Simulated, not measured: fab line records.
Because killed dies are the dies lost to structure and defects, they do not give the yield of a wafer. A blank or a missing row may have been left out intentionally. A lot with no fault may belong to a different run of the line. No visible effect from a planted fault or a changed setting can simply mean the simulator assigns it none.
What tool caused it? + flow n5Finfet + 30 wafers from 11 lots sampled at 5 of the route's 1938 steps

WHAT THE GAUGES READ, wafer by wafer
N5_BEOL_M13_THK_MEAS_50: measures by xrf. Usual: for M13_THK the level is 414 nm and the standard deviation is 7.7.
| lot  | measured     | on           | M13_THK (nm) | flag |
|------|--------------|--------------|--------------|------|
| L193 | day 11 06:52 | filmMetro-01 | 409 409      |      |
| L196 | day 11 22:35 | filmMetro-01 | 413 421 408  |      |
| L195 | day 12 01:41 | filmMetro-02 | 423 409 412  |      |
| L198 | day 12 12:38 | filmMetro-02 | 405 419 408  |      |
| L197 | day 12 19:39 | filmMetro-01 | 402 406 403  |      |
| L205 | day 14 11:46 | filmMetro-02 | 425 420      |      |
| L203 | day 14 12:13 | filmMetro-02 | 426 412 410  |      |
| L208 | day 15 09:22 | filmMetro-02 | 415 416      |      |
| L210 | day 15 20:55 | filmMetro-01 | 408 391 410  |      |
| L213 | day 16 16:50 | filmMetro-01 | 408 417 414  |      |
| L214 | day 17 06:37 | filmMetro-01 | 423 410 425  |      |

N5_BEOL_M14_THK_MEAS_01. Usual: for M14_ILD_THK the level is 1119 nm and the standard deviation is 15.
| lot  | measured     | on           | M14_ILD_THK (nm) | flag |
|------|--------------|--------------|------------------|------|
| L193 | day 11 07:14 | filmMetro-02 | 1106 1134        |      |
| L196 | day 11 23:03 | filmMetro-02 | 1151 1142 1129   |      |
| L195 | day 12 02:04 | filmMetro-02 | 1114 1114 1107   |      |
| L198 | day 12 13:01 | filmMetro-01 | 1130 1128 1136   |      |
| L197 | day 12 20:02 | filmMetro-02 | 1119 1121 1124   |      |
| L205 | day 14 12:08 | filmMetro-01 | 1487 1488        | OFF  |
| L203 | day 14 12:35 | filmMetro-01 | 1097 1096 1492   | OFF  |
| L208 | day 15 09:45 | filmMetro-01 | 1110 1498        | OFF  |
| L210 | day 15 21:20 | filmMetro-01 | 1098 1141 1125   |      |
| L213 | day 16 17:13 | filmMetro-01 | 1103 1100 1141   |      |
| L214 | day 17 07:00 | filmMetro-02 | 1091 1132 1117   |      |

TOOL THAT RAN EACH LOT (tool first, then ch and the chambers of the sampled wafers, then the start)
| lot  | N5_BEOL_M13_ETCH_67               | N5_BEOL_M13_PRE_CLEAN_42    | N5_BEOL_M14_ILD_DEP_00          |
|------|-----------------------------------|-----------------------------|---------------------------------|
| L193 | rieDiel-05 ch 1, day 11 00:25     | pvdSputter-03, day 11 05:47 | pecvd-01 ch 1, day 11 07:03     |
| L196 | rieDiel-02 ch 0,3, day 11 20:11   | pvdSputter-02, day 11 21:31 | pecvd-04 ch 0,2, day 11 22:52   |
| L195 | rieDiel-02 ch 0,1,3, day 11 23:43 | pvdSputter-01, day 12 00:37 | pecvd-01 ch 0,1,2, day 12 01:53 |
| L198 | rieDiel-05 ch 1,2,3, day 12 08:28 | pvdSputter-01, day 12 11:34 | pecvd-01 ch 0,1, day 12 12:50   |
| L197 | rieDiel-02 ch 2,3, day 12 13:43   | pvdSputter-01, day 12 18:34 | pecvd-01 ch 0,1,2, day 12 19:50 |
| L205 | rieDiel-05 ch 0, day 14 01:46     | pvdSputter-02, day 14 10:37 | pecvd-01 ch 1,2, day 14 11:57   |
| L203 | rieDiel-02 ch 0,1,3, day 14 04:58 | pvdSputter-01, day 14 10:49 | pecvd-01 ch 0,2, day 14 12:24   |
| L208 | rieDiel-02 ch 1,2, day 15 04:59   | pvdSputter-01, day 15 08:17 | pecvd-01 ch 0,1, day 15 09:34   |
| L210 | rieDiel-01 ch 0,2,3, day 15 18:14 | pvdSputter-01, day 15 19:51 | pecvd-04 ch 0,1,2, day 15 21:08 |
| L213 | rieDiel-02 ch 0,2,3, day 16 13:44 | pvdSputter-01, day 16 15:46 | pecvd-02 ch 0,1,2, day 16 17:01 |
| L214 | rieDiel-01 ch 0,1, day 17 03:32   | pvdSputter-02, day 17 05:32 | pecvd-04 ch 0,1, day 17 06:49   |
- N5_BEOL_M13_ETCH_67: etches SiARC in CF4, target depth 143 nm, time 238.3 s.
- N5_BEOL_M13_PRE_CLEAN_42: time 30 s.
- N5_BEOL_M14_ILD_DEP_00: deposits SiO2 from TEOS/O2, target thk 1119.3 nm, time 237.4 s.

WHAT THE TOOLS THEMSELVES READ (means of the sampled wafers that have a number; where no wafer has one, the mark that the record gives instead)
N5_BEOL_M13_ETCH_67. Usual: drypumpMotorCurrentA 5.8 A, standard deviation 0.43; etchRfOnTimeS 240 s, standard deviation 4.9; oesProductAu 0.63 a.u., standard deviation 0.063; rfVppV 184.1 V, standard deviation 1.2; showerheadPlenumPTorr 2.13 Torr, standard deviation 0.073; throttleValvePct 15.71 %, standard deviation 0.19.
| lot  | tool       | drypumpMotorCurrentA (A) | etchRfOnTimeS (s) | oesProductAu (a.u.) | rfVppV (V) | showerheadPlenumPTorr (Torr) | throttleValvePct (%) | flag |
|------|------------|--------------------------|-------------------|---------------------|------------|------------------------------|----------------------|------|
| L193 | rieDiel-05 | 5.7                      | 246               | 0.60                | 182.5      | 2.05                         | 16.02                |      |
| L196 | rieDiel-02 | 5.8                      | 240               | 0.59                | 183.6      | 2.07                         | 15.71                |      |
| L195 | rieDiel-02 | 5.9                      | 239               | 0.60                | 184.2      | 2.13                         | 15.70                |      |
| L198 | rieDiel-05 | 5.6                      | 244               | 0.59                | 184.3      | 2.14                         | 15.83                |      |
| L197 | rieDiel-02 | 5.6                      | 240               | 0.59                | 183.2      | 2.06                         | 15.70                |      |
| L205 | rieDiel-05 | 5.9                      | 236               | 0.68                | 185.3      | 2.24                         | 15.68                |      |
| L203 | rieDiel-02 | 5.9                      | 240               | 0.59                | 184.0      | 2.12                         | 15.72                |      |
| L208 | rieDiel-02 | 5.5                      | 236               | 0.59                | 185.0      | 2.16                         | 15.68                |      |
| L210 | rieDiel-01 | 5.7                      | 241               | 0.60                | 182.8      | 2.09                         | 15.87                |      |
| L213 | rieDiel-02 | 5.5                      | 236               | 0.67                | 184.7      | 2.17                         | 15.55                |      |
| L214 | rieDiel-01 | 6.3                      | 242               | 0.66                | 184.6      | 2.11                         | 15.68                |      |

N5_BEOL_M13_PRE_CLEAN_42. Usual: 334 W for heaterPowerW, sd 41.
| lot  | tool          | heaterPowerW (W) | flag |
|------|---------------|------------------|------|
| L193 | pvdSputter-03 | 367              |      |
| L196 | pvdSputter-02 | 336              |      |
| L195 | pvdSputter-01 | 308              |      |
| L198 | pvdSputter-01 | 339              |      |
| L197 | pvdSputter-01 | 309              |      |
| L205 | pvdSputter-02 | 358              |      |
| L203 | pvdSputter-01 | 309              |      |
| L208 | pvdSputter-01 | 307              |      |
| L210 | pvdSputter-01 | 346              |      |
| L213 | pvdSputter-01 | 324              |      |
| L214 | pvdSputter-02 | 304              |      |

N5_BEOL_M14_ILD_DEP_00. Usual: heaterPowerW 509 W, standard deviation 100; runLengthS 280.0 s, standard deviation 0.49; showerheadPlenumPTorr 8.325 Torr, standard deviation 0.029; showerheadVppV 1831 V, standard deviation 92; throttleValvePct 18.7 %, standard deviation 0.98.
| lot  | tool     | heaterPowerW (W) | runLengthS (s) | showerheadPlenumPTorr (Torr) | showerheadVppV (V) | throttleValvePct (%) | flag |
|------|----------|------------------|----------------|------------------------------|--------------------|----------------------|------|
| L193 | pecvd-01 | 358              | 279.4          | 8.335                        | 1846               | 18.6                 |      |
| L196 | pecvd-04 | 570              | 279.9          | 8.310                        | 1949               | 17.5                 |      |
| L195 | pecvd-01 | 425              | 280.1          | 8.319                        | 1743               | 19.1                 |      |
| L198 | pecvd-01 | 469              | 280.2          | 8.330                        | 1777               | 19.5                 |      |
| L197 | pecvd-01 | 446              | 279.8          | 8.326                        | 1774               | 19.1                 |      |
| L205 | pecvd-01 | 396              | 359.6          | 8.325                        | 1786               | 18.8                 | OFF  |
| L203 | pecvd-01 | 493              | 306.9          | 8.335                        | 1736               | 19.7                 | OFF  |
| L208 | pecvd-01 | 374              | 319.7          | 8.334                        | 1796               | 19.2                 | OFF  |
| L210 | pecvd-04 | 522              | 280.0          | 8.332                        | 1907               | 18.1                 |      |
| L213 | pecvd-02 | 494              | 279.9          | 8.295                        | 1827               | 19.0                 |      |
| L214 | pecvd-04 | 520              | 280.1          | 8.339                        | 1862               | 18.8                 |      |

THE ANSWER, worked out from the rows above alone
Rule: take the mean of a lot's wafers that have a number; if it is more than 3 standard deviations from the usual mean, the lot is off. Also off: a lot with no number at a reading for which 4 or more lots have one. All remaining lots with rows at the step are treated as sound. The gauges are gone through in route order, then the tools' own readings, and for those a lot's mean is taken as printed above. At the first step where some lot is off, the reading lying furthest off is the one used; lots without a number count as furthest.
Off: L205, L203, L208, at N5_BEOL_M14_THK_MEAS_01 (M14_ILD_THK).
A tool fits if, at a process step before that reading, it ran every lot that is off, and no sound lot after the first of them. The gauges at N5_BEOL_M14_THK_MEAS_01 aren't tried: what is off there is off at N5_BEOL_M14_ILD_DEP_00 too, on other tools, and a gauge's error can't cause that. One fits: pecvd-01 at N5_BEOL_M14_ILD_DEP_00. Its last sound lot is L197 (day 12 19:50), its first lot that is off L205 (day 14 11:57): a fault that began between those two fits.
On the lots that are off, the tool's own readings at N5_BEOL_M14_ILD_DEP_00 differ by more than 5 times the standard deviation of the sound lots' means, which bears it out; runLengthS reads 328.7 s there versus 279.9 s on the sound lots.

WHAT HAD BEEN PUT IN BY THE SIMULATOR
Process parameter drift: pecvd-01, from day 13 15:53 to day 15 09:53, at N5_BEOL_M14_ILD_DEP_00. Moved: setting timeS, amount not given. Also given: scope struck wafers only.
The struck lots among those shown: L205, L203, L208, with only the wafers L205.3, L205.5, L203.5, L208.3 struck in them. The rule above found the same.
